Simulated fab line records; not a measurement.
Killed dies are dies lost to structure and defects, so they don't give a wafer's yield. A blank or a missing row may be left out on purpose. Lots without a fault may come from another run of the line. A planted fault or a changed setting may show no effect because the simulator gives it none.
A struck lot beside a sound one / flow nand-harc / 14 out of 1302 route steps
Sound: the wafers L273.2, L273.4, L273.6. The struck wafers were L282.1, L282.4, L282.6. At the end, the cause is stated.
For every step that has rows: the tool of each side, followed by ch and its chambers, followed by its first start. Under that, the readings that differ: sound wafers / struck wafers / difference of the means / sigmas: that difference in standard deviations of wafers without a fault.
alike: words and numbers the same on both sides, and readings whose means are apart by under 2 such deviations; not compared: readings that were withheld, readings missing a value for some wafer, numbers with overlapping values and no deviation given by the record, and bounds like >300 which may hide the same value.
A row with sigmas, a row that says differs or no value, or rows on one side alone: a step with any of these is where the two part. Numbers that have no deviation but don't overlap get no sigmas and don't part them. A reading that every wafer of one side lacks parts them only if that side has two wafers or more.

first, 1 step without rows for these wafers: NHARC_P_CONTACT_SRD_26.
NHARC_P_CONTACT_INSPECT_27:
  sound on defect-inspect-02, day 8 10:55; struck on defect-inspect-01, day 12 13:07
  alike: raw-defect-count
then, 9 steps without rows for these wafers: NHARC_P_M0_DEP_00 (deposits SiOC, target thk 150 nm); NHARC_P_M0_DEHYDRATE_01 (time 120 s); NHARC_P_M0_HMDS_02 (time 30 s); NHARC_P_M0_COAT_33 (time 65 s); NHARC_P_M0_COAT_03 (resist thk 90 nm); NHARC_P_M0_SOFTBAKE_04 (time 55 s); NHARC_P_M0_EBR_05; NHARC_P_M0_EXPOSE_06 (exposes mask P M0, target cd 90 nm); NHARC_P_M0_PEB_07 (peb time 65 s).
NHARC_P_M0_DEVELOP_08: develop time 35 s.
  sound on litho-track-04 ch 0, day 8 11:00; struck on litho-track-04 ch 0, day 12 17:00
reading=developer-temp-C (C); sound=23.11 23.02 23.09; struck=24.00 23.88 23.88; difference=+0.85; sigmas=+10
NHARC_P_M0_CD_MEAS_09 targets a cd of 90 nm.
  sound on cd-sem-01 ch 0, day 8 11:41; struck on cd-sem-03 ch 0, day 12 17:57
  alike: cd-nm
next, for these wafers, 1 step has no rows: NHARC_END_SORT_01.

## WHERE THEY PART
At NHARC_P_M0_DEVELOP_08 and nowhere else, as far as this record goes. Later steps at which nothing parts them and some readings are alike: NHARC_P_M0_CD_MEAS_09.

WHY: what the simulator had put in
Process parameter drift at NHARC_P_M0_DEVELOP_08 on litho-track-04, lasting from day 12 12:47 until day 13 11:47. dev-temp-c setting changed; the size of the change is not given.
